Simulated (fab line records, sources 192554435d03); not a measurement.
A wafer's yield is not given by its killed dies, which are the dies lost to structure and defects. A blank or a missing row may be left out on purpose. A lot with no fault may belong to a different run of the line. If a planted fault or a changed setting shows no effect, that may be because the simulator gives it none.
Problem report in the 8D (eight disciplines) form, filled by code ; flow n5_finfet ; the parts of the form that need people (team, actions taken, sign-off) are left out

## 1. WHAT WENT WRONG
At N5_BEOL_M1_COAT_61, spin_speed_rpm averages 762.8 rpm over 6 wafers from 2 lots, while fault-free wafers read 1500.1 rpm, standard deviation 0.95. That is -99 or more standard deviations from the usual mean.
The step: time 60 s, resist thk 60 nm.
The first sign was on wafer L504.1 at day 9 11:09, on litho_track-03. At this step, 12 wafers from 4 lots have a number in the record. Rule for "out", or "out of limits": more than 4 standard deviations from the usual mean. Any other wafer with a number is counted as sound.

## 2. WHAT IT IS AND WHAT IT IS NOT
question;is;is not
which readings at this step;spin_speed_rpm;resist_line_temp_C
which lots;L504, L505;L492, L513
which wafers of those lots;all that have a number;-
read on which tools;litho_track-03;litho_track-01
when;from day 9 11:09;"up to then (3 sound wafers); but 3 sound wafers of L513 came after"

## 3. WHAT RULES OUT EACH SUSPECT
Counting: a tool at a process step up to the reading stays a suspect if it ran every lot that is out and no sound lot after the first of them.
- litho_track-03 at N5_BEOL_M1_COAT_61 (time 60 s, resist thk 60 nm): kept. It processed each lot that is out, first L504 at day 9 11:09, and no sound lot thereafter; up to then, the last sound lot it processed was L492 at day 6 20:34. Its own readings are out on those wafers: spin_speed_rpm.
The count leaves litho_track-03 at N5_BEOL_M1_COAT_61.

## 4. THE CAUSE (what the simulator had put in)
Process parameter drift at N5_BEOL_M1_COAT_61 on litho_track-03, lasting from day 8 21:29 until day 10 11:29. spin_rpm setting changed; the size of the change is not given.
The count eliminated every tool but this one.

## 5. THE CHAIN OF EFFECTS, in route order
Rows list readings where the struck wafers' mean (over those with a number) sits beyond 3 standard deviations from the usual. Scope: only readings with a usual standard deviation given in the record; hours: median across lots of the time from each lot's start at the first step in this table that gives one to its start at this step; sigmas: change in usual standard deviations.
hours;step;reading;usual;on struck wafers;change;sigmas
0;N5_BEOL_M1_COAT_61;spin_speed_rpm;1500.1 rpm;762.8;-737.3;-99 or more
The process steps in it:
- N5_BEOL_M1_COAT_61: time 60 s, resist thk 60 nm.
At these later measuring or inspecting steps, every struck wafer for which the step has a row has a number for every such reading, and none has moved that far: N5_BEOL_M4_RC_MEAS_101.

## 6. HOW IT WOULD HAVE BEEN CAUGHT EARLIER
In this record the first reading out of limits was taken at day 9 11:09, 14 hours after the fault began at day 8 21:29.
